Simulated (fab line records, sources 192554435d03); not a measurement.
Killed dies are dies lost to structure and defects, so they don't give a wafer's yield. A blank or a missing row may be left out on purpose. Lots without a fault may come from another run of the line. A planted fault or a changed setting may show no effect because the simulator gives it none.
Chamber matching | flow n5_finfet | N5_FIN_CUT_ETCH_21 on rie_diel-05: 4 sister chambers
The step etches SOC in N2/H2, target depth 219 nm, overetch 43.8 nm, time 523.5 s. 18 wafers are shown with their chamber, then 9 later ones without.

WAFERS WITH THEIR CHAMBER
wafer  | chamber | drypump_motor_current_A (A) | showerhead_plenum_p_Torr (Torr) | throttle_valve_pct (%)
L078.1 | 2       | 5.8                         | 2.62                            | 17.3
L078.2 | 1       | 5.8                         | 2.44                            | 18.0
L078.4 | 0       | 5.5                         | 2.59                            | 17.0
L079.2 | 0       | 5.5                         | 2.59                            | 17.0
L079.3 | 1       | 5.8                         | 2.43                            | 17.9
L079.5 | 0       | 5.5                         | 2.59                            | 17.0
L083.1 | 1       | 5.8                         | 2.43                            | 18.0
L083.2 | 2       | 5.7                         | 2.61                            | 17.3
L083.5 | 0       | 5.5                         | 2.58                            | 17.0
L087.3 | 0       | 5.5                         | 2.58                            | 17.0
L087.4 | 3       | 5.0                         | 2.50                            | 17.5
L087.6 | 2       | 5.7                         | 2.61                            | 17.4
L088.3 | 3       | 5.0                         | 2.50                            | 17.5
L088.5 | 1       | 5.8                         | 2.43                            | 18.0
L088.6 | 0       | 5.5                         | 2.58                            | 17.0
L094.1 | 0       | 5.5                         | 2.58                            | 17.1
L094.2 | 3       | 5.0                         | 2.50                            | 17.5
L094.6 | 0       | 5.5                         | 2.58                            | 17.1

SIGNATURES (means of the wafers above)
reading                  | chamber 0 | chamber 1 | chamber 2 | chamber 3 | scatter within a chamber
drypump_motor_current_A  | 5.500     | 5.800     | 5.733     | 5.000     | 0.0218
showerhead_plenum_p_Torr | 2.5838    | 2.4325    | 2.6133    | 2.5000    | 0.00485
throttle_valve_pct       | 17.025    | 17.975    | 17.333    | 17.500    | 0.0456
Rule: a wafer's distance from a chamber is the root of the sum, over the readings, of the square of ((its reading less the chamber's mean) divided by the reading's scatter). The wafer belongs to the nearest chamber; if the next one is less than 2 further off, it can't be placed. The scatter: the root of (the sum of the squares of (reading less its chamber's mean) over the shown wafers, divided by (wafers less chambers)).

WAFERS WITHOUT THEIR CHAMBER
wafer  | drypump_motor_current_A (A) | showerhead_plenum_p_Torr (Torr) | throttle_valve_pct (%)
L095.1 | 5.8                         | 2.42                            | 18.0
L095.5 | 5.8                         | 2.42                            | 18.0
L095.6 | 5.5                         | 2.57                            | 17.1
L096.1 | 5.7                         | 2.61                            | 17.4
L096.2 | 5.6                         | 2.57                            | 17.1
L096.6 | 5.7                         | 2.61                            | 17.4
L097.1 | 5.7                         | 2.60                            | 17.4
L097.3 | 5.8                         | 2.42                            | 18.0
L097.5 | 5.8                         | 2.42                            | 18.0

WHICH CHAMBER EACH WENT THROUGH
wafer  | from the rows above | in truth
L095.1 | 1                   | 1
L095.5 | 1                   | 1
L095.6 | 0                   | 0
L096.1 | 2                   | 2
L096.2 | 0                   | 0
L096.6 | 2                   | 2
L097.1 | 2                   | 2
L097.3 | 1                   | 1
L097.5 | 1                   | 1
Placed correctly: 9 of 9. Can't be placed from these rows: 0. Placed wrongly: 0.
